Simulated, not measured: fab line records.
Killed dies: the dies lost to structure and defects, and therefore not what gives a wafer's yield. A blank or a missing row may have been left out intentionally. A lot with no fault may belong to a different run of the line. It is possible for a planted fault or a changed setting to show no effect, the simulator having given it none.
A sampling plan put to the test    flow nand_harc    each of the 47 faults these records tell of, on one fab line, judged from the records of the lots it struck
Plan = the line's own looks (route steps where a gauge or an inspection reads the wafer without altering it). A look can be judged if struck wafers have a number there and the file gives its usual mean and standard deviation on fault-free wafers. Caught: 4 or more of those standard deviations (sigma) separate the usual mean from the mean of the struck wafers at a look after the fault's first step. On the tool: the same test on the tool's own readings at the fault's steps. A different recipe on the struck wafers counts as caught too, as does a record blank only for those wafers.

== THE FAULTS, as the simulator had put them in ==
1. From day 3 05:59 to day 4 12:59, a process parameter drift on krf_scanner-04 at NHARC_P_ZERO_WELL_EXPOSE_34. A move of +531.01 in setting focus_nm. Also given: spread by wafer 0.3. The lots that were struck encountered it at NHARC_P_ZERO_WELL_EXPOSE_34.
2. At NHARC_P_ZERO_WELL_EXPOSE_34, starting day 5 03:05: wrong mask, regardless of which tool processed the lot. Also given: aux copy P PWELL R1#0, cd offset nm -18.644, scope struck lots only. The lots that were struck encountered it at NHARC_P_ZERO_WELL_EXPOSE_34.
3. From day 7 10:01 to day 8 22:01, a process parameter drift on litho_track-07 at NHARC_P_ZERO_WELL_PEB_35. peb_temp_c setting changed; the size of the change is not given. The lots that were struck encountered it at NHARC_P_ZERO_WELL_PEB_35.
4. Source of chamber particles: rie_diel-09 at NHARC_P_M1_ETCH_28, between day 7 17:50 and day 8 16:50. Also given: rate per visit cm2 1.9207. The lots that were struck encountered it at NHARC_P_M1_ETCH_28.
5. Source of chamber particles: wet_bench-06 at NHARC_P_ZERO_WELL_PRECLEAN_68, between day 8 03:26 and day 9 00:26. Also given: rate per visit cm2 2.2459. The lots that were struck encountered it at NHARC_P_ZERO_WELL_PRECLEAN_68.
6. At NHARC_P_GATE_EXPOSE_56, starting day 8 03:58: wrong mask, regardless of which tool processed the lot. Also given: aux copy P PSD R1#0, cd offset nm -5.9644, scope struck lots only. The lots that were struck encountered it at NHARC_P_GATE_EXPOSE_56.
7. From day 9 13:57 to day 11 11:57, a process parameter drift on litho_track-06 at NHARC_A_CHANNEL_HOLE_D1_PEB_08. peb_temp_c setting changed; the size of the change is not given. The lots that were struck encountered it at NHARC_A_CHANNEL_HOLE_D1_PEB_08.
8. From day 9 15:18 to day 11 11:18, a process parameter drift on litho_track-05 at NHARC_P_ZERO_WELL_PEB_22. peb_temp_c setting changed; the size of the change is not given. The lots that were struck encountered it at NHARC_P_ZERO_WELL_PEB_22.
9. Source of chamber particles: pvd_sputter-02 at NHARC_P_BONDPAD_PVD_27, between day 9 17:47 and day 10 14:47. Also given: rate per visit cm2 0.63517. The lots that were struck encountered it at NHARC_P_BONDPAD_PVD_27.
10. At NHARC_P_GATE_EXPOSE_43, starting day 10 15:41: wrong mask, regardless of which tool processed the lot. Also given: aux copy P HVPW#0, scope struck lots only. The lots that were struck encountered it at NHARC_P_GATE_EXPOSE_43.
11. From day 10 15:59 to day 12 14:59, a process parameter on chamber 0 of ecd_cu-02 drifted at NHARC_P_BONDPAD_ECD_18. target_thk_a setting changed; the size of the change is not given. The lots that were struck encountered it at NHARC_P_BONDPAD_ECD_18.
12. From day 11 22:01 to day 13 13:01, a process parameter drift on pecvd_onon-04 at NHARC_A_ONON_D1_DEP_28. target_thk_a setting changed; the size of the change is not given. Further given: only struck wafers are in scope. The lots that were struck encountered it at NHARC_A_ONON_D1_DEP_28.
13. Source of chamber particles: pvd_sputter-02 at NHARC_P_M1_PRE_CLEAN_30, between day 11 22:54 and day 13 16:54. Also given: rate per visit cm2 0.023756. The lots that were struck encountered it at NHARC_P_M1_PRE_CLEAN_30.
14. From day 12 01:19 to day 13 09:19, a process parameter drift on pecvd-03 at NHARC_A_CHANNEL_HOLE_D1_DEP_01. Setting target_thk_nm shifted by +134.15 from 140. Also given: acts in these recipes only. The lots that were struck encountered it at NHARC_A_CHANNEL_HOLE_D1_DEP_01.
15. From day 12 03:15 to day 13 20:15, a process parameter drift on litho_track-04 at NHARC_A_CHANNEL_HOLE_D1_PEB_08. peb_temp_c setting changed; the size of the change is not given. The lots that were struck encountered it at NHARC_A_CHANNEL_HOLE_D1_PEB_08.
16. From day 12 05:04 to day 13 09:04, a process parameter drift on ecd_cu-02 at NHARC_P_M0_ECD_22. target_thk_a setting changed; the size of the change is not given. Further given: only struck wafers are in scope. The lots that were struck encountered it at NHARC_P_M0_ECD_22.
17. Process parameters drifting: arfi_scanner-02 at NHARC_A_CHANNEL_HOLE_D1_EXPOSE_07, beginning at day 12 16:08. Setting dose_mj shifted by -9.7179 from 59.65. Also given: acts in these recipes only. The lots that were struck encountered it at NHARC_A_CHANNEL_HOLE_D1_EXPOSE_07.
18. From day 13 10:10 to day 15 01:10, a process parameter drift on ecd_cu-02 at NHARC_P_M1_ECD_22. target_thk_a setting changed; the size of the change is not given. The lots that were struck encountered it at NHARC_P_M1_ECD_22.
19. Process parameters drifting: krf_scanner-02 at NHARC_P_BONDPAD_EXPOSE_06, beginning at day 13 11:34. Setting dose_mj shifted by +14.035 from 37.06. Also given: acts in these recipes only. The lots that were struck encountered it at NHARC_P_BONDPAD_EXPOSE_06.
20. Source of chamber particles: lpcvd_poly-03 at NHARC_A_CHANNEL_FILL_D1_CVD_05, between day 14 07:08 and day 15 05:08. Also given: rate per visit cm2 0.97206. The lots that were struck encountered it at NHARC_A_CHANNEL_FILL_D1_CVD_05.
21. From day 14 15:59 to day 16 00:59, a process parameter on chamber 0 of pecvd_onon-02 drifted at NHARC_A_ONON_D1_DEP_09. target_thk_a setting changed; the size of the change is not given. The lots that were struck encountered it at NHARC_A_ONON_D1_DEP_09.
22. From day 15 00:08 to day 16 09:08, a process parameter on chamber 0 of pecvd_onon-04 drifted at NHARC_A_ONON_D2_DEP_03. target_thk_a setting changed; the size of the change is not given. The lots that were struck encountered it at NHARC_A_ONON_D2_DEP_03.
23. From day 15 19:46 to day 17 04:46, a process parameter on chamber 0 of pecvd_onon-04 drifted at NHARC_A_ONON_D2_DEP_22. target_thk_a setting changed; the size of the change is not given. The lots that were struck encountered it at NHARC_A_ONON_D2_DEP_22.
24. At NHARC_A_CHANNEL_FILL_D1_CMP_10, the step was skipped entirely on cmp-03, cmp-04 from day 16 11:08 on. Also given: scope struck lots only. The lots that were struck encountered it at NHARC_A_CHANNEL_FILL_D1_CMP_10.
25. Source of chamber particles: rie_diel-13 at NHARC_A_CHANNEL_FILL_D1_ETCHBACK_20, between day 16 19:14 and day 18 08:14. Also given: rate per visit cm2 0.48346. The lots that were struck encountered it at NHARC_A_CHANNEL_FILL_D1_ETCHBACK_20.
26. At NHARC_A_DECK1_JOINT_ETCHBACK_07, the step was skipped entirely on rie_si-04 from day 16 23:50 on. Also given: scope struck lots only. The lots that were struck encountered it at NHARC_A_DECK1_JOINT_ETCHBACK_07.
27. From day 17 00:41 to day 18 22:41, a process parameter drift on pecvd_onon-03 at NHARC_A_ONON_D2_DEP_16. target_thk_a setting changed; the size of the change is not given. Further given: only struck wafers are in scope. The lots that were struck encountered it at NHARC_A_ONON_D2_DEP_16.
28. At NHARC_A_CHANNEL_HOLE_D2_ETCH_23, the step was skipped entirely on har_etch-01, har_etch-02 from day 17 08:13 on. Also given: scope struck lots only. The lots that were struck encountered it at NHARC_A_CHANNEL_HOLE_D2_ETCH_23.
29. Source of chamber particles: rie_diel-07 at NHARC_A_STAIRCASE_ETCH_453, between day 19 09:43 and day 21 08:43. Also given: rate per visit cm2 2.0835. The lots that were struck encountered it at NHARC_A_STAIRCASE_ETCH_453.
30. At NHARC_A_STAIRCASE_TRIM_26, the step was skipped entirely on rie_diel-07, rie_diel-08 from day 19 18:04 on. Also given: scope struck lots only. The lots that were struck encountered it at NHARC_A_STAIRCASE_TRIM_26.
31. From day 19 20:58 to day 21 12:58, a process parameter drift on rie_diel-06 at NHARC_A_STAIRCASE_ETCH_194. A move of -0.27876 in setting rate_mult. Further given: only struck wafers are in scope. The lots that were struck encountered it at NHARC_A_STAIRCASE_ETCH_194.
32. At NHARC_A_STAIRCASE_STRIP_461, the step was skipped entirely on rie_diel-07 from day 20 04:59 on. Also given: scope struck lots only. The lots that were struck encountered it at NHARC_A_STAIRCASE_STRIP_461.
33. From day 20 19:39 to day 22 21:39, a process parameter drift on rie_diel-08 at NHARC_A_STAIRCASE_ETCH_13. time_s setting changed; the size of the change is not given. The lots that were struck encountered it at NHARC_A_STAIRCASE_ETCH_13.
34. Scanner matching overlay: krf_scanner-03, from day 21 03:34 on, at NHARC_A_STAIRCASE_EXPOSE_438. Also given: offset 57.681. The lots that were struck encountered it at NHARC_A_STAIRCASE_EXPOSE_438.
35. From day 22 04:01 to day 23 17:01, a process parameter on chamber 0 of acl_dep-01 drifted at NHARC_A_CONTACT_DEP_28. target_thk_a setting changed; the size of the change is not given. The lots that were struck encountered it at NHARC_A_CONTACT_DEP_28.
36. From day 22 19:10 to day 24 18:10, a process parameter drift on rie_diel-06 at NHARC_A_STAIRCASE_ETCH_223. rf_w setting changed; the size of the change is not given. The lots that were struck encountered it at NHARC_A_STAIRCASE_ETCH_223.
37. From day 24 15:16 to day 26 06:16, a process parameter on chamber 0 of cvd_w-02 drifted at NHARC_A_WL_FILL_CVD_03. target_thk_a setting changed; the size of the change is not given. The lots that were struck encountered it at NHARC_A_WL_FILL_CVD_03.
38. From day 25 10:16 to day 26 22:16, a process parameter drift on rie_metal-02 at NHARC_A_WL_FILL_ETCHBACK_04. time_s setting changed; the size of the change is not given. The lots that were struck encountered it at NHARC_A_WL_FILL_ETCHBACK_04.
39. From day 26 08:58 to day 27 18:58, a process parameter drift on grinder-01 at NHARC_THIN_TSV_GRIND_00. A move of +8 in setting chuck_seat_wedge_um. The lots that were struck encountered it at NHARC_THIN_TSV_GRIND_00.
40. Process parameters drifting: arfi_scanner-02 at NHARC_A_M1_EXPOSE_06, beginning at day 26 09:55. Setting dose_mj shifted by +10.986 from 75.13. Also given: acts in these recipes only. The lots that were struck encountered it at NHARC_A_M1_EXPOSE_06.
41. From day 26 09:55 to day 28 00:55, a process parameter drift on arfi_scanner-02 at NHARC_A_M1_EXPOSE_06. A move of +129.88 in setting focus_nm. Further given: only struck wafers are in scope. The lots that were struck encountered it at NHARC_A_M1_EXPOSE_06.
42. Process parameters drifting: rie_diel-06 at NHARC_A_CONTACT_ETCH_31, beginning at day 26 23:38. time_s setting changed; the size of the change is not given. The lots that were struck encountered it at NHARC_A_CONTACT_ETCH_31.
43. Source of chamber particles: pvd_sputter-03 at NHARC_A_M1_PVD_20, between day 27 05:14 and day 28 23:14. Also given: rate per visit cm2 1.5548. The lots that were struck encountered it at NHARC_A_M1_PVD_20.
44. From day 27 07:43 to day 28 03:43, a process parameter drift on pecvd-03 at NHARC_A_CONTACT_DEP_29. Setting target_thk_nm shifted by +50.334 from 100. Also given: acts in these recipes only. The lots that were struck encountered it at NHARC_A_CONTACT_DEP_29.
45. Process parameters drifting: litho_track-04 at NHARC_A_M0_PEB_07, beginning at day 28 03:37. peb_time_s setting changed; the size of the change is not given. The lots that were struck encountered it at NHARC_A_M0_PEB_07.
46. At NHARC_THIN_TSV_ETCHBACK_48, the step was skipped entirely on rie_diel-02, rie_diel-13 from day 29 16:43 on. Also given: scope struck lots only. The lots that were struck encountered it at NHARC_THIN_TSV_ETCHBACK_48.
47. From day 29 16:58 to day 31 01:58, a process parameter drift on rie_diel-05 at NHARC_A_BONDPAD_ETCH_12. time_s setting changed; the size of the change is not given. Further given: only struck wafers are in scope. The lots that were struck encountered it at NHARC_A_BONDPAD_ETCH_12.

== WHAT THE PLAN SAW ==
fault  on the tool itself                                first look that catches it                       reading, sigma                                             median hours from its first step to that look  hours from the fault's start to the first struck lot there  judged looks passed uncaught
1      under 2 sigma                                     NHARC_P_ZERO_WELL_CD_MEAS_37                     cd_nm +26                                                  0.2                                            10                                                          0
2      under 2 sigma                                     NHARC_P_ZERO_WELL_CD_MEAS_37                     cd_nm -11                                                  0.2                                            5                                                           0
3      plate_temp_C -40 sigma                            NHARC_P_ZERO_WELL_CD_MEAS_37                     cd_nm -6.7                                                 0.1                                            10                                                          0
4      under 2 sigma                                     NHARC_END_SORT_01                                killed_at_periphery +27                                    430.1                                          438                                                         1
5      under 2 sigma                                     NHARC_P_ZERO_WELL_INSPECT_43                     raw_defect_count +99 or beyond                             1.1                                            6                                                           0
6      no reading that can be judged                     not the one look that can be judged after it     strongest: cd_nm at NHARC_P_GATE_CD_MEAS_59, -3.6          -                                              -                                                           1
7      plate_temp_C -9.2 sigma                           NHARC_A_CHANNEL_HOLE_D1_CD_MEAS_10               cd_nm -6.0                                                 0.1                                            0                                                           0
8      plate_temp_C +46 sigma                            NHARC_P_ZERO_WELL_CD_MEAS_24                     cd_nm +4.3                                                 0.1                                            5                                                           0
9      under 2 sigma                                     NHARC_END_SORT_01                                killed_at_periphery +21                                    419.7                                          423                                                         0
10     under 2 sigma                                     NHARC_END_SORT_01                                killed_at_periphery +99 or beyond                          453.1                                          457                                                         0
11     no reading that can be judged                     NHARC_END_SORT_01                                killed_at_periphery +99 or beyond                          409.3                                          427                                                         0
12     no reading that can be judged                     NHARC_A_ONON_D1_THK_MEAS_30                      thk_nm +9.2                                                0.5                                            39                                                          0
13     under 2 sigma                                     none of the 2 looks that can be judged after it  strongest: killed_at_periphery at NHARC_END_SORT_01, +2.6  -                                              -                                                           2
14     under 2 sigma                                     NHARC_END_SORT_01                                killed_dies +30                                            379.9                                          383                                                         0
15     plate_temp_C -14 sigma                            NHARC_A_CHANNEL_HOLE_D1_CD_MEAS_10               cd_nm -8.6                                                 0.1                                            11                                                          0
16     no reading that can be judged                     no look after it can be judged                   -                                                          -                                              -                                                           0
17     exposure_dose_mJ_cm2 -99 or beyond sigma          NHARC_A_CHANNEL_HOLE_D1_CD_MEAS_10               cd_nm -12                                                  0.1                                            24                                                          0
18     no reading that can be judged                     no look after it can be judged                   -                                                          -                                              -                                                           0
19     exposure_dose_mJ_cm2 +99 or beyond sigma          NHARC_P_BONDPAD_CD_MEAS_09                       cd_nm +5.5                                                 0.2                                            5                                                           0
20     under 2 sigma                                     none of the 2 looks that can be judged after it  strongest: killed_dies at NHARC_END_SORT_01, +3.6          -                                              -                                                           2
21     no reading that can be judged                     NHARC_A_ONON_D1_THK_MEAS_11                      thk_nm -36                                                 0.5                                            5                                                           0
22     under 2 sigma                                     NHARC_A_ONON_D2_THK_MEAS_05                      thk_nm -27                                                 0.5                                            12                                                          0
23     under 2 sigma                                     NHARC_A_ONON_D2_THK_MEAS_24                      thk_nm +69                                                 0.5                                            2                                                           0
24     the tool's record is blank for the struck wafers  NHARC_END_SORT_01                                killed_at_array +30                                        318.9                                          330                                                         0
25     under 2 sigma                                     not the one look that can be judged after it     strongest: killed_at_array at NHARC_END_SORT_01, +3.5      -                                              -                                                           1
26     the tool's record is blank for the struck wafers  NHARC_END_SORT_01                                killed_at_array +30                                        320.9                                          317                                                         0
27     no reading that can be judged                     NHARC_A_ONON_D2_THK_MEAS_18                      thk_nm -30                                                 0.4                                            7                                                           0
28     the tool's record is blank for the struck wafers  NHARC_A_CHANNEL_HOLE_D2_CD_MEAS_31               cd_nm -63                                                  4.0                                            11                                                          0
29     under 2 sigma                                     not the one look that can be judged after it     strongest: killed_at_array at NHARC_END_SORT_01, +3.3      -                                              -                                                           1
30     the tool's record is blank for the struck wafers  NHARC_END_SORT_01                                killed_dies +30                                            202.4                                          209                                                         0
31     oes_product_au -13 sigma                          NHARC_END_SORT_01                                killed_dies +30                                            198.6                                          206                                                         0
32     no reading that can be judged                     NHARC_END_SORT_01                                killed_dies +30                                            183.4                                          187                                                         0
33     run_length_s +17 sigma                            NHARC_END_SORT_01                                killed_at_array +15                                        207.6                                          225                                                         0
34     no reading that can be judged                     not the one look that can be judged after it     -                                                          -                                              -                                                           1
35     under 2 sigma                                     NHARC_END_SORT_01                                killed_dies +30                                            81.2                                           81                                                          0
36     rf_fwd_power_W +63 sigma                          NHARC_END_SORT_01                                killed_dies +30                                            201.4                                          221                                                         0
37     under 2 sigma                                     NHARC_END_SORT_01                                killed_dies +30                                            135.7                                          135                                                         0
38     run_length_s -99 or beyond sigma                  NHARC_END_SORT_01                                killed_at_array +30                                        97.5                                           115                                                         0
39     under 2 sigma                                     NHARC_END_SORT_01                                killed_at_other +99 or beyond                              24.6                                           24                                                          0
40     exposure_dose_mJ_cm2 +99 or beyond sigma          NHARC_A_M1_CD_MEAS_09                            cd_nm +8.4                                                 0.1                                            14                                                          0
41     no reading that can be judged                     NHARC_A_M1_CD_MEAS_09                            cd_nm +11                                                  0.1                                            21                                                          0
42     run_length_s -99 or beyond sigma                  NHARC_END_SORT_01                                killed_dies +30                                            59.8                                           66                                                          0
43     under 2 sigma                                     NHARC_END_SORT_01                                defect_limited_yield -4.0                                  31.9                                           71                                                          1
44     under 2 sigma                                     NHARC_END_SORT_01                                killed_at_array +30                                        72.7                                           70                                                          0
45     under 2 sigma                                     NHARC_A_M0_CD_MEAS_09                            cd_nm +5.2                                                 0.1                                            11                                                          0
46     the tool's record is blank for the struck wafers  NHARC_END_SORT_01                                killed_at_other +99 or beyond                              12.2                                           12                                                          0
47     run_length_s -81 sigma                            NHARC_END_SORT_01                                defect_limited_yield -31                                   31.8                                           32                                                          0
Dash: fault not caught, or number not given in these records.

Caught at a look: 39 of 47. Caught on the tool: 18 of 47. By one or the other: 39 of 47.
Caught at a look alone: faults 1, 2, 4, 5, 9, 10, 11, 12, 14, 21, 22, 23, 27, 32, 35, 37, 39, 41, 43, 44, 45.
Caught by neither: faults 6, 13, 16, 18, 20, 25, 29, 34.

== THINNER SAMPLING ==
In the worst case, this is how late the first struck lot would be measured if the look that catches a fault measured only every second or every third lot, by lot number:
fault  struck lots at that look, in order of time  every lot  every second lot  every third lot
1      L757, L759                                  10 h       may miss all 2    may miss all 2
2      L671                                        5 h        may miss it       may miss it
3      L894, L895                                  10 h       20 h              may miss all 2
4      L778, L780                                  438 h      may miss all 2    may miss all 2
5      L953, L954                                  6 h        16 h              may miss all 2
7      L504, L507                                  0 h        26 h              may miss all 2
8      L416, L419                                  5 h        35 h              may miss all 2
9      L319, L320                                  423 h      438 h             may miss all 2
10     L799                                        457 h      may miss it       may miss it
11     L443, L445                                  427 h      may miss all 2    may miss all 2
12     L971                                        39 h       may miss it       may miss it
14     L780, L781                                  383 h      394 h             may miss all 2
15     L830, L833                                  11 h       37 h              may miss all 2
17     L374, L376                                  24 h       may miss all 2    may miss all 2
19     L495, L496                                  5 h        16 h              may miss all 2
21     L351, L352                                  5 h        18 h              may miss all 2
22     L860, L862                                  12 h       may miss all 2    may miss all 2
23     L595, L596                                  2 h        20 h              may miss all 2
24     L619, L618                                  330 h      330 h             may miss all 2
26     L827, L828                                  317 h      335 h             may miss all 2
27     L723, L725                                  7 h        may miss all 2    may miss all 2
28     L473, L474                                  11 h       13 h              may miss all 2
30     L988, L990, L989                            209 h      219 h             219 h
31     L274, L276, L277                            206 h      238 h             may miss all 3
32     L143, L145                                  187 h      may miss all 2    may miss all 2
33     L302, L303                                  225 h      243 h             may miss all 2
35     L209, L206, L212                            81 h       83 h              may miss all 3
36     L887, L888                                  221 h      245 h             may miss all 2
37     L451, L454                                  135 h      176 h             may miss all 2
38     L121, L123                                  115 h      may miss all 2    may miss all 2
39     L698, L699, L700                            24 h       49 h              56 h
40     L210, L211, L213, L217                      14 h       21 h              may miss all 4
41     L677                                        21 h       may miss it       may miss it
42     L466                                        66 h       may miss it       may miss it
43     L777                                        71 h       may miss it       may miss it
44     L951, L953                                  70 h       may miss all 2    may miss all 2
45     L822                                        11 h       may miss it       may miss it
46     L813                                        12 h       may miss it       may miss it
47     L857, L860                                  32 h       55 h              may miss all 2
Hours: fault start to first struck lot measured. 4 sigma limit: tested on the pooled struck wafers, so a lone lot may be under it. Other struck lots may not be in these records.

== THE LONGEST TIMED WAY FROM STEP TO LOOK ==
Fault 10: a median of 453.1 hours passes between NHARC_P_GATE_EXPOSE_43 and NHARC_END_SORT_01. No look between them can be judged.
